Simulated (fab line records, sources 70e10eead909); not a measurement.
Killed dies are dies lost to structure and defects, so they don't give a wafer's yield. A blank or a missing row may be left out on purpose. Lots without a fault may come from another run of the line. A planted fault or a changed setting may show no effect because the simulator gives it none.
Which tool did it? | flow nand_harc | 12 lots, 36 wafers sampled, at 5 steps of a route of 1302

WHAT THE GAUGES READ, wafer by wafer
NHARC_P_M0_INSPECT_11.
lot  | measured     | on                | raw_defect_count
L934 | day 6 02:52  | defect_inspect-01 | 3 2 1
L936 | day 6 21:55  | defect_inspect-01 | 4 2 1
L935 | day 6 22:25  | defect_inspect-01 | 3 4 1
L937 | day 7 10:34  | defect_inspect-01 | 7 8 7
L938 | day 7 15:50  | defect_inspect-01 | 4 2 2
L939 | day 8 07:58  | defect_inspect-02 | 6 9 5
L940 | day 8 18:13  | defect_inspect-02 | 5 6 7
L947 | day 11 12:04 | defect_inspect-01 | 3 5 4
L954 | day 14 20:02 | defect_inspect-01 | 5 3 2
L955 | day 15 04:41 | defect_inspect-02 | 3 3 7
L956 | day 15 09:33 | defect_inspect-02 | 5 7 8
L957 | day 15 16:18 | defect_inspect-01 | 2 4 5

NHARC_END_SORT_01.
lot  | measured     | on        | defect_limited_yield (%) | killed_at_array | killed_at_other | killed_at_periphery | killed_dies | killed_open | killed_short | sort_bin_2_pct (%) | sort_bin_3_pct (%) | sort_bin_4_pct (%) | sort_n_pass | sort_rim_yield_pct (%) | sort_yield_pct (%)
L947 | day 30 06:29 | prober-01 | 94 94 0                  | 41 38 43        | 0 0 0           | 3 4 634             | 44 42 677   | 5 2 6       | 7 2 2        | 1.6 2.1 95.3       | 0.6 0.4 0.9        | 4.3 3.7 3.8        | 633 635 0   | 91 92 0                | 94 94 0

WHICH TOOL RAN EACH LOT (tool, then ch and the chambers of the sampled wafers, then the start)
lot  | NHARC_P_CONTACT_CMP_24        | NHARC_P_M0_ETCH_15                 | NHARC_P_M0_PVD_21
L934 | cmp-01 ch 2,3, day 6 01:33    | rie_diel-09 ch 0,1,2, day 6 03:12  | pvd_sputter-02, no start
L936 | cmp-02 ch 0,1,3, day 6 20:29  | rie_diel-09 ch 0,2,3, day 6 22:09  | pvd_sputter-03, no start
L935 | cmp-01 ch 0,3, day 6 21:08    | rie_diel-09 ch 1,2,3, day 6 22:40  | pvd_sputter-02, no start
L937 | cmp-04 ch 0,1,2, day 7 09:16  | rie_diel-09 ch 0,1,2, day 7 10:49  | pvd_sputter-03, no start
L938 | cmp-04 ch 0,3, day 7 14:32    | rie_diel-09 ch 2,3, day 7 16:07    | pvd_sputter-01, no start
L939 | cmp-01 ch 0,2, day 8 06:42    | rie_diel-09 ch 0,1,3, day 8 08:13  | pvd_sputter-02, no start
L940 | cmp-02 ch 1,2, day 8 16:46    | rie_diel-07 ch 2,3, day 8 18:45    | pvd_sputter-02, no start
L947 | cmp-01 ch 0,1,2, day 11 10:36 | rie_diel-09 ch 0,1,2, day 11 12:29 | pvd_sputter-03, day 30 06:29 or earlier
L954 | cmp-01 ch 1,3, day 14 18:38   | rie_diel-07 ch 2,3, day 14 20:16   | pvd_sputter-01, no start
L955 | cmp-04 ch 1,2, day 15 03:14   | rie_diel-09 ch 0,2,3, day 15 05:04 | pvd_sputter-01, no start
L956 | cmp-01 ch 2,3, day 15 08:06   | rie_diel-07 ch 0,1,3, day 15 09:47 | pvd_sputter-01, no start
L957 | cmp-04 ch 0,1, day 15 14:51   | rie_diel-09 ch 1,2, day 15 16:32   | pvd_sputter-02, no start
- NHARC_P_CONTACT_CMP_24: polishes, t overpolish 30 s, target thk 200 nm.
- NHARC_P_M0_ETCH_15: etches the open film in C4F8/Ar, target depth 150 nm, overetch 15 nm, time 82.5 s.
- NHARC_P_M0_PVD_21: deposits Cu, target thk 30 nm, time 20.49 s.

WHAT THE TOOLS THEMSELVES READ (means of the sampled wafers that have a number; where no wafer has one, the mark that the record gives instead)
NHARC_P_CONTACT_CMP_24.
lot  | tool   | motor_current_A (A) | overpolish_run_s (s) | time_to_endpoint_s (s)
L934 | cmp-01 | 12.0                | 30.002               | 38.2
L936 | cmp-02 | 12.3                | 30.007               | 40.9
L935 | cmp-01 | 12.2                | 29.989               | 38.0
L937 | cmp-04 | 12.5                | 29.998               | 40.6
L938 | cmp-04 | 12.5                | 29.999               | 40.6
L939 | cmp-01 | 12.6                | 30.003               | 40.3
L940 | cmp-02 | 11.9                | 30.000               | 36.3
L947 | cmp-01 | 11.8                | 30.000               | 39.6
L954 | cmp-01 | 12.0                | 30.003               | 37.1
L955 | cmp-04 | 12.3                | 30.001               | 40.3
L956 | cmp-01 | 12.1                | 29.997               | 37.2
L957 | cmp-04 | 12.4                | 29.991               | 38.7

NHARC_P_M0_ETCH_15.
lot  | tool        | oes_product_au (a.u.) | rf_vpp_V (V) | run_length_s (s)
L934 | rie_diel-09 | 0.951                 | 441          | 103.4
L936 | rie_diel-09 | 0.963                 | 439          | 103.4
L935 | rie_diel-09 | 0.972                 | 441          | 103.3
L937 | rie_diel-09 | 0.963                 | 442          | 103.7
L938 | rie_diel-09 | 0.966                 | 440          | 103.6
L939 | rie_diel-09 | 0.968                 | 440          | 103.6
L940 | rie_diel-07 | 0.959                 | 440          | 104.0
L947 | rie_diel-09 | 0.929                 | 441          | 99.5
L954 | rie_diel-07 | 0.972                 | 440          | 104.1
L955 | rie_diel-09 | 0.973                 | 439          | 103.5
L956 | rie_diel-07 | 0.969                 | 439          | 104.0
L957 | rie_diel-09 | 0.972                 | 443          | 103.4

NHARC_P_M0_PVD_21.
lot  | tool           | throttle_valve_pct (%)
L934 | pvd_sputter-02 | 28.7
L936 | pvd_sputter-03 | 30.2
L935 | pvd_sputter-02 | 28.9
L937 | pvd_sputter-03 | 30.7
L938 | pvd_sputter-01 | 29.1
L939 | pvd_sputter-02 | 29.5
L940 | pvd_sputter-02 | 29.2
L947 | pvd_sputter-03 | 30.0
L954 | pvd_sputter-01 | 29.4
L955 | pvd_sputter-01 | 29.9
L956 | pvd_sputter-01 | 28.7
L957 | pvd_sputter-02 | 30.2

THE ANSWER, worked out from the rows above alone
Rule: what is usual is taken from the lots themselves. Put in order of their means at a reading, lots are off if they are a third of the lots or fewer, leave a main group of 4 or more, and stand apart from it by a gap of 3 or more times the standard deviation of the main group's means; of several such gaps the widest counts. A main group whose means are all the same, to the digits that the tables above print for the reading, isn't used. A lot without any number at a reading at which 4 lots or more have one is off too. The other lots that the step has rows for count as sound. The gauges are gone through in route order, then the tools' own readings, and for those a lot's mean is taken as printed above. The first step at which some lot is off is used, and at that step the reading that is off furthest; a lot without a number counts as furthest.
Off: L947, at NHARC_P_M0_ETCH_15 (run_length_s). The main group: mean 103.6 s, standard deviation 0.27.
A tool fits if, at that step or a process step before it, it ran every lot that is off, and no sound lot after the first of them. None of those tried fits.

WHAT THE SIMULATOR HAD PUT IN
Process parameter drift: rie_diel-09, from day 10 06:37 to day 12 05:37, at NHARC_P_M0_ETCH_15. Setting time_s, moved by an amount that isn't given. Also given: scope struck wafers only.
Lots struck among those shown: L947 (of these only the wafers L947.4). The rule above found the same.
